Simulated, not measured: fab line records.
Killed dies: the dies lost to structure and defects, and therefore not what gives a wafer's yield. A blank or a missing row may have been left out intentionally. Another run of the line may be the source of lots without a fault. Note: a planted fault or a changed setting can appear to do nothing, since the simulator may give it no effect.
fab line records | flow n5Finfet | part 1 of 2: steps 1 to 24 of 34
[record] lots = 5 | wafers = 15 | lastDay = 14
route steps=1938 shown BEOL_M9@1450 BEOL_M10@1470
lots that met no fault: from a run of the same line without faults
startH: the number of hours between the record's first day and the start of the first shown wafer of the lot | waitH: hours from the lot's prior step to this one | " as in the row above | L1.1+2: several wafers, shown together as one row | - value missing, or start not given | * or withheld: withheld | < > ~ a bound
route shown NAME@n: names a module that has steps shown in the file, with the first one's number in the route | usual: mean and standard deviation over wafers with no fault | same: alike in all rows | chamber/n: place in a boat | sites: each site's reading | _std_site: standard deviation across them | _edge_site: inner sites' mean taken away from outer sites' mean | radiusMm: how far each site lies from the wafer's centre | mask NAME#n: copy n | behind: the tool/chamber that last shaped the wafer | hold: why the lot went on hold/how many hours it stayed there/how the hold came to an end | device: which transistor (n, p or np) failed to switch | end of line: the route-end tests of the same wafers | for a step that has no rows: nothing shown but its recipe | killed: dies that structure and defects cost at the first sort, which is not the same as the wafer's yield | map: per-die view of a wafer (x killed, . not killed, _ where there is no die)
set.NAME: setting as actually run; set.NAME@STEP: the setting as run at that earlier step | model.NAME: the simulator's own value behind a step, which no gauge read
certain route steps with their lots: each step a table, each wafer a row
services: from which hour (startH, from the record's first day; less than 0 if before it) a tool's chamber was out of use, for how many hours, and why
[[steps]]
[step N5_BEOL_M9_HM_STRIP_39]
[recipe] chemistry = peroxideTinStrip | material = TiN | targetDepthA = 250 | tempC = 50 | timeS = 158
lot.wafer  | tool        | chamber | startH | waitH
L077.2+3+5 | wetBench-02 | 4,7,6   | 217.32 | 0.0
L078.4+5+6 | wetBench-02 | 2,3,1   | 226.95 | 0.0
L080.3+4+5 | wetBench-05 | 5,7,2   | 242.26 | 0.0
L081.1+3+6 | wetBench-05 | 2,7,4   | 271.85 | 0.0
L085.1+3+6 | wetBench-05 | 6,3,4   | 280.20 | 0.0
[step N5_BEOL_M9_SRD_40]
[recipe] timeS = 30 | tempC = 23 | rinseLiquid = diw | dry = ipaMarangoni
lot.wafer  | tool        | chamber | startH | waitH
L077.2+3+5 | wetBench-02 | 4,7,6   | 217.42 | 0.0
L078.4+5+6 | wetBench-02 | 2,3,1   | 227.00 | 0.0
L080.3+4+5 | wetBench-05 | 5,7,2   | 242.31 | 0.0
L081.1+3+6 | wetBench-05 | 2,7,4   | 271.90 | 0.0
L085.1+3+6 | wetBench-05 | 6,3,4   | 280.25 | 0.0
[step N5_BEOL_M9_PRECLEAN_42]
[recipe] chemistry = residueRemover | timeS = 60 | tempC = 40
lot.wafer  | tool        | chamber | startH | waitH
L077.2+3+5 | wetBench-02 | 4,7,6   | 217.45 | 0.0
L078.4+5+6 | wetBench-02 | 2,3,1   | 227.01 | 0.0
L080.3+4+5 | wetBench-05 | 5,7,2   | 242.33 | 0.0
L081.1+3+6 | wetBench-05 | 2,7,4   | 271.92 | 0.0
L085.1+3+6 | wetBench-05 | 6,3,4   | 280.27 | 0.0
[step N5_BEOL_M9_SRD_43]
[recipe] timeS = 30 | tempC = 23 | rinseLiquid = diw | dry = ipaMarangoni
lot.wafer  | tool        | chamber | startH | waitH
L077.2+3+5 | wetBench-02 | 4,7,6   | 217.48 | 0.0
L078.4+5+6 | wetBench-02 | 2,3,1   | 227.03 | 0.0
L080.3+4+5 | wetBench-05 | 5,7,2   | 242.34 | 0.0
L081.1+3+6 | wetBench-05 | 2,7,4   | 271.94 | 0.0
L085.1+3+6 | wetBench-05 | 6,3,4   | 280.28 | 0.0
[step N5_BEOL_M9_CD_MEAS_35]
[recipe] targetCdNm = 70 | targetCdYNm = 40 | polarity = opening
[usual] cdNm = 70.1/0.47
lot.wafer | tool     | chamber | startH | waitH | cdNm
L077.2    | cdSem-03 | -       | 217.54 | 0.0   | 70.1
L077.3    | "        | -       | "      | "     | 69.5
L077.5    | "        | -       | "      | "     | 69.9
L078.4    | cdSem-01 | -       | 227.08 | 0.0   | 69.7
L078.5    | "        | -       | "      | "     | 69.9
L078.6    | "        | -       | "      | "     | 69.8
L080.3    | cdSem-02 | -       | 242.39 | 0.0   | 70.8
L080.4    | "        | -       | "      | "     | 70.7
L080.5    | "        | -       | "      | "     | 71.2
L081.1    | cdSem-02 | -       | 271.98 | 0.0   | 70.0
L081.3    | "        | -       | "      | "     | 69.8
L081.6    | "        | -       | "      | "     | 69.5
L085.1    | cdSem-02 | -       | 280.32 | 0.0   | 69.7
L085.3    | "        | -       | "      | "     | 70.6
L085.6    | "        | -       | "      | "     | 69.9
[step N5_BEOL_M9_CURE_72]
[recipe] tempC = 370 | timeS = 120 | ambient = DMADMS/He | material = SiCOH_lowk
[usual] lampPowerPct = 52.31/0.054 | wafer_temp_C_max = 371.7/0.52
lot.wafer | tool      | chamber | startH | waitH | lampPowerPct | wafer_temp_C_max
L077.2    | uvCure-03 | 2       | 217.63 | 0.1   | 52.29        | 372.4
L077.3    | "         | 2       | "      | "     | 52.30        | 371.6
L077.5    | "         | 2       | "      | "     | 52.34        | 372.5
L078.4    | uvCure-02 | 2       | 227.26 | 0.2   | 52.31        | 371.7
L078.5    | "         | 2       | "      | "     | 52.19        | 371.5
L078.6    | "         | 2       | "      | "     | 52.34        | 371.3
L080.3    | uvCure-03 | 1       | 242.83 | 0.4   | 52.24        | 372.4
L080.4    | "         | 1       | "      | "     | 52.27        | 372.1
L080.5    | "         | 1       | "      | "     | 52.20        | 372.2
L081.1    | uvCure-01 | 1       | 272.02 | 0.0   | 52.26        | 370.2
L081.3    | "         | 1       | "      | "     | 52.31        | 371.1
L081.6    | "         | 1       | "      | "     | 52.35        | 370.4
L085.1    | uvCure-03 | 1       | 280.60 | 0.3   | 52.36        | 372.1
L085.3    | "         | 1       | "      | "     | 52.27        | 372.3
L085.6    | "         | 1       | "      | "     | 52.24        | 372.3
[step N5_BEOL_M9_DEGAS_44]
[recipe] ambient = vacuum | tempC = 250 | timeS = 60
[usual] heaterPowerW = 326/26
lot.wafer | tool          | chamber | startH | waitH | heaterPowerW
L077.2    | pvdSputter-02 | -       | 218.15 | 0.5   | 328
L077.3    | "             | -       | "      | "     | 330
L077.5    | "             | -       | "      | "     | 355
L078.4    | pvdSputter-01 | -       | 229.10 | 1.8   | 352
L078.5    | "             | -       | "      | "     | 356
L078.6    | "             | -       | "      | "     | 322
L080.3    | pvdSputter-01 | -       | 246.83 | 3.8   | 318
L080.4    | "             | -       | "      | "     | 314
L080.5    | "             | -       | "      | "     | 267
L081.1    | pvdSputter-01 | -       | 273.18 | 1.1   | 322
L081.3    | "             | -       | "      | "     | 320
L081.6    | "             | -       | "      | "     | 322
L085.1    | pvdSputter-02 | -       | 281.00 | 0.4   | 353
L085.3    | "             | -       | "      | "     | 329
L085.6    | "             | -       | "      | "     | 350
[step N5_BEOL_M9_PRE_CLEAN_45]
[recipe] gas = H2/He | timeS = 30 | tempC = 250
[usual] heaterPowerW = 326/26
lot.wafer | tool          | chamber | startH | waitH | heaterPowerW
L077.2    | pvdSputter-02 | -       | 218.19 | 0.0   | 324
L077.3    | "             | -       | "      | "     | 336
L077.5    | "             | -       | "      | "     | 335
L078.4    | pvdSputter-01 | -       | 229.14 | 0.0   | 356
L078.5    | "             | -       | "      | "     | 349
L078.6    | "             | -       | "      | "     | 324
L080.3    | pvdSputter-01 | -       | 246.87 | 0.0   | 320
L080.4    | "             | -       | "      | "     | 327
L080.5    | "             | -       | "      | "     | 265
L081.1    | pvdSputter-01 | -       | 273.22 | 0.0   | 318
L081.3    | "             | -       | "      | "     | 318
L081.6    | "             | -       | "      | "     | 322
L085.1    | pvdSputter-02 | -       | 281.04 | 0.0   | 343
L085.3    | "             | -       | "      | "     | 320
L085.6    | "             | -       | "      | "     | 352
[step N5_BEOL_M9_ALD_74]
[recipe] material = TaN | targetThkA = 20 | tempC = 275 | aldPrecursorFamily = PDMAT | aldCoReactant = NH3 | pressureTorr = 3 | carrierFlowSccm = 1500 | pulseTimeS = 2 | purgeTimeS = 3 | coReactantPurgeTimeS = 2 | coReactantPulseTimeS = 3 | aldCycles = 40 | precursorVesselTempC = 75 | precursorVesselPressureTorr = 26.25 | precursorVesselCarrierSccm = 1000
[usual] heaterPowerW = 427/37 | mfcCarrierSccm = 1500/4.6
[same] coReactantPurgeTimeS = 2 | purgeTimeS = 3
lot.wafer | tool        | chamber | startH | waitH | heaterPowerW | mfcCarrierSccm
L077.2    | aldMetal-02 | 0       | 218.25 | 0.0   | 456          | 1492
L077.3    | "           | 3       | "      | "     | 420          | 1504
L077.5    | "           | 2       | "      | "     | 372          | 1501
L078.4    | aldMetal-02 | 3       | 229.35 | 0.2   | 419          | 1502
L078.5    | "           | 0       | "      | "     | 470          | 1500
L078.6    | "           | 2       | "      | "     | 378          | 1500
L080.3    | aldMetal-02 | 0       | 246.93 | 0.0   | 462          | 1504
L080.4    | "           | 3       | "      | "     | 412          | 1497
L080.5    | "           | 2       | "      | "     | 367          | 1502
L081.1    | aldMetal-02 | 0       | 273.28 | 0.0   | 472          | 1495
L081.3    | "           | 3       | "      | "     | 405          | 1496
L081.6    | "           | 3       | "      | "     | 416          | 1502
L085.1    | aldMetal-01 | 1       | 281.22 | 0.2   | 460          | 1497
L085.3    | "           | 0       | "      | "     | 453          | 1504
L085.6    | "           | 2       | "      | "     | 446          | 1503
[step N5_BEOL_M9_SURFACE_TREAT_79]
[recipe] gas = Ar | timeS = * | ionEnergyEv = * | ionCurrentMaCm2 = 0.5 | pressureMtorr = * | arFlowSccm = 30
[usual] throttleValvePct = *
lot.wafer | tool          | chamber | startH | waitH | throttleValvePct
L077.2    | pvdSputter-03 | -       | 218.62 | 0.2   | *
L077.3    | "             | -       | "      | "     | *
L077.5    | "             | -       | "      | "     | *
L078.4    | pvdSputter-03 | -       | 229.54 | 0.1   | *
L078.5    | "             | -       | "      | "     | *
L078.6    | "             | -       | "      | "     | *
L080.3    | pvdSputter-02 | -       | 247.27 | 0.2   | *
L080.4    | "             | -       | "      | "     | *
L080.5    | "             | -       | "      | "     | *
L081.1    | pvdSputter-03 | -       | 273.70 | 0.3   | *
L081.3    | "             | -       | "      | "     | *
L081.6    | "             | -       | "      | "     | *
L085.1    | pvdSputter-03 | -       | 281.73 | 0.4   | *
L085.3    | "             | -       | "      | "     | *
L085.6    | "             | -       | "      | "     | *
[step N5_BEOL_M9_CVD_78]
[recipe] material = Co | targetThkA = 20 | tempC = withheld | precursor = CCTBA/H2 | pressureTorr = 30 | timeS = 138.9
lot.wafer  | tool     | chamber | startH | waitH
L077.2+3+5 | cvdCo-01 | 0,2,2   | 218.68 | 0.0
L078.4+5+6 | cvdCo-02 | 2,1,0   | 229.65 | 0.1
L080.3+4+5 | cvdCo-02 | 0,0,2   | 247.33 | 0.0
L081.1+3+6 | cvdCo-01 | 0,1,1   | 273.81 | 0.1
L085.1+3+6 | cvdCo-02 | 1,0,0   | 281.82 | 0.1
[step N5_BEOL_M9_SPUTTER_48]
[recipe] material = Cu | targetThkA = 120 | tempC = -20 | biasV = 60 | powerW = 26000 | chamberPressurePa = 0.13 | timeS = 2
[usual] cathodeDcPowerW = 25999/4.1 | throttleValvePct = 29.7/1
lot.wafer | tool          | chamber | startH | waitH | cathodeDcPowerW | throttleValvePct
L077.2    | pvdSputter-03 | -       | 218.80 | 0.1   | 25998           | 31.4
L077.3    | "             | -       | "      | "     | 25996           | 28.2
L077.5    | "             | -       | "      | "     | 26003           | 31.4
L078.4    | pvdSputter-02 | -       | 229.79 | 0.1   | 26000           | 30.1
L078.5    | "             | -       | "      | "     | 26003           | 29.9
L078.6    | "             | -       | "      | "     | 26000           | 30.4
L080.3    | pvdSputter-02 | -       | 247.47 | 0.1   | 26001           | 28.3
L080.4    | "             | -       | "      | "     | 25999           | 30.0
L080.5    | "             | -       | "      | "     | 26003           | 28.5
L081.1    | pvdSputter-03 | -       | 273.92 | 0.1   | 25997           | 27.9
L081.3    | "             | -       | "      | "     | 25990           | 30.0
L081.6    | "             | -       | "      | "     | 26002           | 31.2
L085.1    | pvdSputter-03 | -       | 281.93 | 0.1   | 25993           | 29.5
L085.3    | "             | -       | "      | "     | 26010           | 31.5
L085.6    | "             | -       | "      | "     | 25996           | 29.1
[step N5_BEOL_M9_ECD_50]
[recipe] material = Cu | targetThkA = 3180
lot.wafer  | tool     | chamber | startH | waitH
L077.2+3+5 | ecdCu-01 | 0,1,0   | 218.93 | 0.1
L078.4+5+6 | ecdCu-01 | 1,0,1   | 229.94 | 0.1
L080.3+4+5 | ecdCu-01 | 0,1,0   | 247.61 | 0.1
L081.1+3+6 | ecdCu-01 | 0       | 274.04 | 0.1
L085.1+3+6 | ecdCu-02 | 0       | 282.05 | 0.1
[step N5_BEOL_M9_ANNEAL_51]
[recipe] tempC = 225 | timeS = 90 | ambient = N2
[usual] wafer_temp_C_max = 226.1/0.33
lot.wafer | tool         | chamber | startH | waitH | wafer_temp_C_max
L077.2    | rtpAnneal-01 | 0       | 219.59 | 0.6   | 226.1
L077.3    | "            | 0       | "      | "     | 225.9
L077.5    | "            | 0       | "      | "     | 226.5
L078.4    | rtpAnneal-02 | 0       | 230.16 | 0.2   | 225.9
L078.5    | "            | 0       | "      | "     | 225.8
L078.6    | "            | 0       | "      | "     | 225.6
L080.3    | rtpAnneal-01 | 0       | 247.78 | 0.1   | 226.1
L080.4    | "            | 0       | "      | "     | 226.2
L080.5    | "            | 0       | "      | "     | 226.5
L081.1    | rtpAnneal-02 | 0       | 274.33 | 0.3   | 225.8
L081.3    | "            | 0       | "      | "     | 226.2
L081.6    | "            | 0       | "      | "     | 225.9
L085.1    | rtpAnneal-01 | 0       | 282.44 | 0.4   | 226.3
L085.3    | "            | 0       | "      | "     | 226.4
L085.6    | "            | 0       | "      | "     | 225.9
[step N5_BEOL_M9_CMP_52]
[recipe] stopOn = SiCOH_lowk | tOverpolishS = 7 | downForcePsi = 1 | platenRpm = 50 | clearingPlatenDownForcePsi = 1.5 | clearingPlatenRpm = 50 | postCmpClean = cuAlkaline | targetThkNm = 140 | clearingPlatenPadVelocityMS = 0.99484 | padVelocityMS = 0.99484
[usual] barrierFieldEndpointS = 28.8/0.69 | motorCurrentA = 6.0/0.69 | overpolishRunS = 6.997/0.0096 | platenRpm = 50.00/0.036 | slurryFlowMlMin = 150.0/0.41 | timeToEndpointS = 65/3.1
lot.wafer | tool   | chamber | startH | waitH | barrierFieldEndpointS | motorCurrentA | overpolishRunS | platenRpm | slurryFlowMlMin | timeToEndpointS
L077.2    | cmp-04 | 3       | 219.88 | 0.2   | 28.4                  | 6.2           | 6.995          | 49.96     | 150.1           | 68
L077.3    | "      | 0       | "      | "     | 28.1                  | 5.4           | 7.005          | 50.02     | 150.2           | 65
L077.5    | "      | 2       | "      | "     | 28.7                  | 5.6           | 6.995          | 50.00     | 150.0           | 66
L078.4    | cmp-03 | 3       | 230.39 | 0.2   | 28.9                  | 6.4           | 6.984          | 49.98     | 149.8           | 67
L078.5    | "      | 1       | "      | "     | 29.0                  | 5.4           | 6.996          | 49.97     | 149.8           | 67
L078.6    | "      | 2       | "      | "     | 28.9                  | 5.3           | 6.995          | 50.00     | 150.2           | 68
L080.3    | cmp-04 | 1       | 247.99 | 0.2   | 29.1                  | 7.1           | 6.992          | 49.99     | 149.6           | 67
L080.4    | "      | 0       | "      | "     | 29.2                  | 5.4           | 6.999          | 49.97     | 149.9           | 68
L080.5    | "      | 2       | "      | "     | 29.6                  | 5.6           | 6.979          | 50.00     | 150.7           | 66
L081.3    | cmp-02 | 0       | 274.63 | 0.2   | 28.4                  | 5.7           | 6.994          | 49.96     | 150.5           | 65
L081.1    | "      | 1       | "      | "     | 28.6                  | 5.7           | 6.980          | 50.01     | 149.7           | 64
L081.6    | "      | 1       | "      | "     | 28.8                  | 6.1           | 6.993          | 50.08     | 149.6           | 67
L085.3    | cmp-03 | 1       | 282.74 | 0.2   | 28.6                  | 5.2           | 6.993          | 50.00     | 150.5           | 59
L085.1    | "      | 2       | "      | "     | 29.2                  | 5.5           | 7.002          | 49.94     | 149.2           | 62
L085.6    | "      | 2       | "      | "     | 29.1                  | 5.3           | 6.986          | 50.03     | 149.7           | 62
[step N5_BEOL_M9_THK_MEAS_53]
[recipe] thkMeasGauge = xrf | reads = Cu_of_BEOL_M9_ECD_50
[usual] M9_THK = 142.6/2.9
lot.wafer | tool         | chamber | startH | waitH | M9_THK[nm]
L077.2    | filmMetro-01 | -       | 220.14 | -     | 142.5
L077.3    | "            | -       | "      | "     | 149.3
L077.5    | "            | -       | "      | "     | 145.6
L078.4    | filmMetro-02 | -       | 230.61 | -     | 141.9
L078.5    | "            | -       | "      | "     | 146.5
L078.6    | "            | -       | "      | "     | 145.3
L080.3    | filmMetro-02 | -       | 248.29 | -     | 142.4
L080.4    | "            | -       | "      | "     | 143.2
L080.5    | "            | -       | "      | "     | 146.1
L081.1    | filmMetro-02 | -       | 274.92 | -     | 145.4
L081.3    | "            | -       | "      | "     | 144.8
L081.6    | "            | -       | "      | "     | 143.2
L085.1    | filmMetro-02 | -       | 283.03 | -     | 137.0
L085.3    | "            | -       | "      | "     | 138.1
L085.6    | "            | -       | "      | "     | 141.9
[step N5_BEOL_M9_PRE_CLEAN_55]
[recipe] gas = NH3 | timeS = 15 | tempC = withheld | rfPowerW = 300
[usual] rfFwdPowerW = 295.3/1.6
lot.wafer | tool     | chamber | startH | waitH | rfFwdPowerW
L077.2    | pecvd-02 | 1       | 220.17 | 0.0   | 295.3
L077.3    | "        | 2       | "      | "     | 292.4
L077.5    | "        | 2       | "      | "     | 291.9
L078.4    | pecvd-02 | 2       | 230.66 | 0.0   | 292.1
L078.5    | "        | 1       | "      | "     | 294.6
L078.6    | "        | 0       | "      | "     | 295.8
L080.3    | pecvd-02 | 2       | 248.32 | 0.0   | 293.9
L080.4    | "        | 2       | "      | "     | 293.4
L080.5    | "        | 0       | "      | "     | 296.7
L081.1    | pecvd-03 | 1       | 274.96 | 0.0   | 293.7
L081.3    | "        | 0       | "      | "     | 296.2
L081.6    | "        | 1       | "      | "     | 294.5
L085.1    | pecvd-01 | 1       | 283.07 | 0.0   | 298.2
L085.3    | "        | 2       | "      | "     | 296.6
L085.6    | "        | 1       | "      | "     | 297.0
[step N5_BEOL_M9_DEP_56]
[recipe] material = SiCN | targetThkA = 150 | tempC = withheld | precursor = 3MS/NH3 | pressureTorr = 3 | rfW = 202 | timeS = 26.5
[usual] rfFwdPowerW = 200.1/0.8 | showerheadPlenumPTorr = 3.662/0.012 | throttleValvePct = 8.9/0.36
lot.wafer | tool     | chamber | startH | waitH | rfFwdPowerW | showerheadPlenumPTorr | throttleValvePct
L077.2    | pecvd-02 | 1       | 220.20 | 0.0   | 199.8       | 3.676                 | 9.2
L077.3    | "        | 2       | "      | "     | 198.3       | 3.664                 | 8.3
L077.5    | "        | 2       | "      | "     | 198.8       | 3.671                 | 8.3
L078.4    | pecvd-02 | 2       | 230.70 | 0.0   | 199.3       | 3.672                 | 8.4
L078.5    | "        | 1       | "      | "     | 199.5       | 3.676                 | 9.4
L078.6    | "        | 0       | "      | "     | 199.7       | 3.635                 | 9.6
L080.3    | pecvd-02 | 2       | 248.35 | 0.0   | 199.0       | 3.672                 | 8.1
L080.4    | "        | 2       | "      | "     | 198.3       | 3.660                 | 8.4
L080.5    | "        | 0       | "      | "     | 201.4       | 3.644                 | 9.5
L081.1    | pecvd-03 | 1       | 274.98 | 0.0   | 199.3       | 3.661                 | 8.7
L081.3    | "        | 0       | "      | "     | 199.8       | 3.658                 | 9.1
L081.6    | "        | 1       | "      | "     | 200.5       | 3.669                 | 8.7
L085.1    | pecvd-01 | 1       | 283.09 | 0.0   | 201.0       | 3.655                 | 8.9
L085.3    | "        | 2       | "      | "     | 201.0       | 3.667                 | 8.9
L085.6    | "        | 1       | "      | "     | 200.6       | 3.666                 | 8.8
[step N5_BEOL_M9_RS_MEAS_57]
[recipe] thkMeasGauge = four-point-probe | reads = Cu_of_BEOL_M9_ECD_50+Co_of_BEOL_M9_CVD_78+TaN_of_BEOL_M9_ALD_74
[usual] M9_RS = 0.152/0.0032
lot.wafer | tool         | chamber | startH | waitH | M9_RS[ohm/sq]
L077.2    | filmMetro-02 | -       | 220.27 | 0.1   | 0.152
L077.3    | "            | -       | "      | "     | 0.145
L077.5    | "            | -       | "      | "     | 0.149
L078.4    | filmMetro-01 | -       | 230.75 | 0.0   | 0.153
L078.5    | "            | -       | "      | "     | 0.146
L078.6    | "            | -       | "      | "     | 0.148
L080.3    | filmMetro-02 | -       | 248.42 | 0.1   | 0.152
L080.4    | "            | -       | "      | "     | 0.150
L080.5    | "            | -       | "      | "     | 0.147
L081.1    | filmMetro-01 | -       | 275.06 | 0.1   | 0.149
L081.3    | "            | -       | "      | "     | 0.151
L081.6    | "            | -       | "      | "     | 0.153
L085.1    | filmMetro-02 | -       | 283.17 | 0.1   | 0.159
L085.3    | "            | -       | "      | "     | 0.157
L085.6    | "            | -       | "      | "     | 0.153
[step N5_BEOL_M9_INSPECT_58]
[recipe] inspectInstrument = darkfield | mode = postDep
[usual] rawDefectCount = 67/21
lot.wafer | tool             | chamber | startH | waitH | rawDefectCount
L077.2    | defectInspect-01 | -       | 220.30 | 0.0   | 42
L077.3    | "                | -       | "      | "     | 27
L077.5    | "                | -       | "      | "     | 84
L078.4    | defectInspect-02 | -       | 230.78 | 0.0   | 63
L078.5    | "                | -       | "      | "     | 63
L078.6    | "                | -       | "      | "     | 107
L080.3    | defectInspect-01 | -       | 248.45 | 0.0   | 45
L080.4    | "                | -       | "      | "     | 35
L080.5    | "                | -       | "      | "     | 59
L081.1    | defectInspect-01 | -       | 275.08 | 0.0   | 98
L081.3    | "                | -       | "      | "     | 68
L081.6    | "                | -       | "      | "     | 51
L085.1    | defectInspect-01 | -       | 283.19 | 0.0   | 80
L085.3    | "                | -       | "      | "     | 72
L085.6    | "                | -       | "      | "     | 65
[step N5_BEOL_M10_ILD_DEP_00]
[recipe] material = SiCOH_lowk | targetThkA = 3085.1 | tempC = 300 | precursor = DEMS/porogen | pressureTorr = 5 | rfW = 500 | timeS = 58
[usual] heaterPowerW = 266/41 | rfFwdPowerW = 496.5/2.1 | showerheadPlenumPTorr = 5.736/0.014 | throttleValvePct = 13.9/0.67
lot.wafer | tool     | chamber | startH | waitH | heaterPowerW | rfFwdPowerW | showerheadPlenumPTorr | throttleValvePct
L077.2    | pecvd-01 | 2       | 220.33 | 0.0   | 195          | 500.1       | 5.765                 | 13.8
L077.3    | "        | 0       | "      | "     | 239          | 497.6       | 5.732                 | 13.9
L077.5    | "        | 0       | "      | "     | 254          | 496.0       | 5.757                 | 13.7
L078.4    | pecvd-01 | 2       | 230.84 | 0.1   | 197          | 496.4       | 5.737                 | 13.6
L078.5    | "        | 1       | "      | "     | 238          | 496.0       | 5.746                 | 14.1
L078.6    | "        | 0       | "      | "     | 214          | 496.6       | 5.745                 | 13.7
L080.3    | pecvd-02 | 1       | 248.48 | 0.0   | 323          | 496.9       | 5.743                 | 13.9
L080.4    | "        | 2       | "      | "     | 271          | 496.1       | 5.738                 | 12.9
L080.5    | "        | 1       | "      | "     | 327          | 498.1       | 5.751                 | 14.2
L081.1    | pecvd-01 | 0       | 275.12 | 0.0   | 218          | 496.3       | 5.740                 | 13.9
L081.3    | "        | 2       | "      | "     | 212          | 497.6       | 5.748                 | 13.6
L081.6    | "        | 0       | "      | "     | 236          | 496.6       | 5.742                 | 14.2
L085.1    | pecvd-02 | 0       | 283.23 | 0.0   | 247          | 500.0       | 5.709                 | 14.8
L085.3    | "        | 1       | "      | "     | 296          | 497.3       | 5.750                 | 14.2
L085.6    | "        | 2       | "      | "     | 277          | 493.5       | 5.740                 | 12.9
[step N5_BEOL_M10_CURE_71]
[recipe] tempC = 385 | timeS = 240 | ambient = He/Ar | material = SiCOH_lowk
[usual] lampPowerPct = 52.32/0.054 | wafer_temp_C_max = 386.8/0.6
lot.wafer | tool      | chamber | startH | waitH | lampPowerPct | wafer_temp_C_max
L077.2    | uvCure-02 | 1       | 220.49 | 0.1   | 52.23        | 387.2
L077.3    | "         | 1       | "      | "     | 52.27        | 388.1
L077.5    | "         | 1       | "      | "     | 52.36        | 387.6
L078.4    | uvCure-03 | 2       | 231.13 | 0.3   | 52.24        | 387.3
L078.5    | "         | 2       | "      | "     | 52.35        | 387.6
L078.6    | "         | 2       | "      | "     | 52.28        | 389.0
L080.3    | uvCure-02 | 1       | 248.73 | 0.2   | 52.24        | 387.4
L080.4    | "         | 1       | "      | "     | 52.32        | 387.0
L080.5    | "         | 1       | "      | "     | 52.29        | 387.6
L081.1    | uvCure-02 | 1       | 275.20 | 0.0   | 52.34        | 387.2
L081.3    | "         | 1       | "      | "     | 52.35        | 387.6
L081.6    | "         | 1       | "      | "     | 52.32        | 386.8
L085.1    | uvCure-03 | 0       | 283.33 | 0.1   | 52.32        | 386.5
L085.3    | "         | 0       | "      | "     | 52.36        | 386.8
L085.6    | "         | 0       | "      | "     | 52.33        | 386.8
[step N5_BEOL_M10_THK_MEAS_01]
[recipe] reads = SiCOH_lowk_of_BEOL_M10_ILD_DEP_00
[usual] M10_ILD_THK = 268/3.4
lot.wafer | tool         | chamber | startH | waitH | M10_ILD_THK[nm]
L077.2    | filmMetro-01 | -       | 220.93 | 0.4   | 269
L077.3    | "            | -       | "      | "     | 272
L077.5    | "            | -       | "      | "     | 276
L078.4    | filmMetro-01 | -       | 231.40 | 0.2   | 269
L078.5    | "            | -       | "      | "     | 271
L078.6    | "            | -       | "      | "     | 275
L080.3    | filmMetro-01 | -       | 249.09 | 0.3   | 264
L080.4    | "            | -       | "      | "     | 267
L080.5    | "            | -       | "      | "     | 269
L081.1    | filmMetro-01 | -       | 275.71 | 0.4   | 270
L081.3    | "            | -       | "      | "     | 269
L081.6    | "            | -       | "      | "     | 275
L085.1    | filmMetro-01 | -       | 283.84 | 0.4   | 262
L085.3    | "            | -       | "      | "     | 265
L085.6    | "            | -       | "      | "     | 270
[step N5_BEOL_M10_PECVD_70]
[recipe] material = SiO2 | targetThkA = 200 | tempC = 400 | precursor = TEOS/O2 | pressureTorr = 5.5 | rfW = 450 | teosFlowSccm = 53.8 | gas = O2 | flowSccm = 3000 | timeS = 22.7
[usual] heaterPowerW = 640/73 | rfFwdPowerW = 445.1/2.5 | showerheadPlenumPTorr = 8.77/0.055 | throttleValvePct = 22.3/1.1
lot.wafer | tool     | chamber | startH | waitH | heaterPowerW | rfFwdPowerW | showerheadPlenumPTorr | throttleValvePct
L077.2    | pecvd-02 | 2       | 220.96 | 0.0   | 654          | 443.0       | 8.78                  | 20.3
L077.3    | "        | 0       | "      | "     | 617          | 444.7       | 8.66                  | 23.6
L077.5    | "        | 2       | "      | "     | 660          | 443.4       | 8.80                  | 20.7
L078.4    | pecvd-04 | 2       | 231.46 | 0.1   | 672          | 439.7       | 8.80                  | 20.7
L078.5    | "        | 0       | "      | "     | 795          | 448.0       | 8.74                  | 22.0
L078.6    | "        | 1       | "      | "     | 641          | 444.2       | 8.76                  | 23.7
L080.3    | pecvd-02 | 0       | 249.12 | 0.0   | 699          | 446.0       | 8.64                  | 23.8
L080.4    | "        | 0       | "      | "     | 707          | 444.8       | 8.67                  | 23.5
L080.5    | "        | 1       | "      | "     | 724          | 445.4       | 8.84                  | 22.8
L081.1    | pecvd-02 | 0       | 275.75 | 0.0   | 641          | 445.9       | 8.65                  | 23.3
L081.3    | "        | 2       | "      | "     | 613          | 441.4       | 8.82                  | 20.7
L081.6    | "        | 0       | "      | "     | 672          | 444.6       | 8.64                  | 23.6
L085.1    | pecvd-02 | 1       | 283.88 | 0.0   | 718          | 447.7       | 8.84                  | 22.9
L085.3    | "        | 0       | "      | "     | 578          | 447.1       | 8.67                  | 23.6
L085.6    | "        | 0       | "      | "     | 582          | 447.7       | 8.64                  | 23.7
